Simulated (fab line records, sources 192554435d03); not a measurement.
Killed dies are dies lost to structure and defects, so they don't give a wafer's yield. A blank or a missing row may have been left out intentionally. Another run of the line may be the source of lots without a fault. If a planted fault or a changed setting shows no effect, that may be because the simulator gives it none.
Chamber matching | flow n5_finfet | 3 sister chambers for N5_BEOL_M9_DEP_56 on pecvd-04
The step deposits SiCN from 3MS/NH3, target thk 15 nm, time 26.5 s. 3 wafers are shown with their chamber, then 11 later ones without.

== WAFERS, EACH WITH ITS CHAMBER ==
wafer  | chamber | throttle_valve_pct (%)
L092.1 | 1       | 9.4
L092.3 | 0       | 9.0
L094.2 | 2       | 9.2

== WAFERS MISSING THEIR CHAMBER ==
wafer  | throttle_valve_pct (%)
L094.3 | 9.1
L094.4 | 9.1
L093.2 | 9.2
L093.3 | 9.0
L093.4 | 9.2
L095.1 | 9.3
L095.4 | 9.2
L095.5 | 9.3
L096.1 | 9.5
L096.2 | 9.2
L096.4 | 9.1

== EACH ONE'S CHAMBER ==
wafer  | from the rows above     | in truth
L094.3 | can't be placed: 0 or 2 | 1
L094.4 | can't be placed: 0 or 2 | 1
L093.2 | 2                       | 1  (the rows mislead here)
L093.3 | 0                       | 0
L093.4 | 2                       | 2
L095.1 | can't be placed: 1 or 2 | 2
L095.4 | 2                       | 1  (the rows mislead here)
L095.5 | can't be placed: 1 or 2 | 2
L096.1 | 1                       | 1
L096.2 | 2                       | 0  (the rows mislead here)
L096.4 | can't be placed: 0 or 2 | 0
Placed correctly: 3 of 11. Cannot be placed on the basis of these rows: 5; the candidates contain the true chamber in 3. Placed wrongly: 3.
How it was worked out, from the rows above alone: a wafer's distance from a chamber is the root of the sum, over the readings, of the square of ((its reading less the chamber's mean) divided by the reading's scatter). The wafer belongs to the nearest chamber; if the next one is less than 2 further off, it can't be placed. Each chamber's mean is taken over the wafers shown for it. The scatter: with one shown wafer a chamber, the root of the mean of the squares of how far each hidden wafer lies from its nearest shown one.
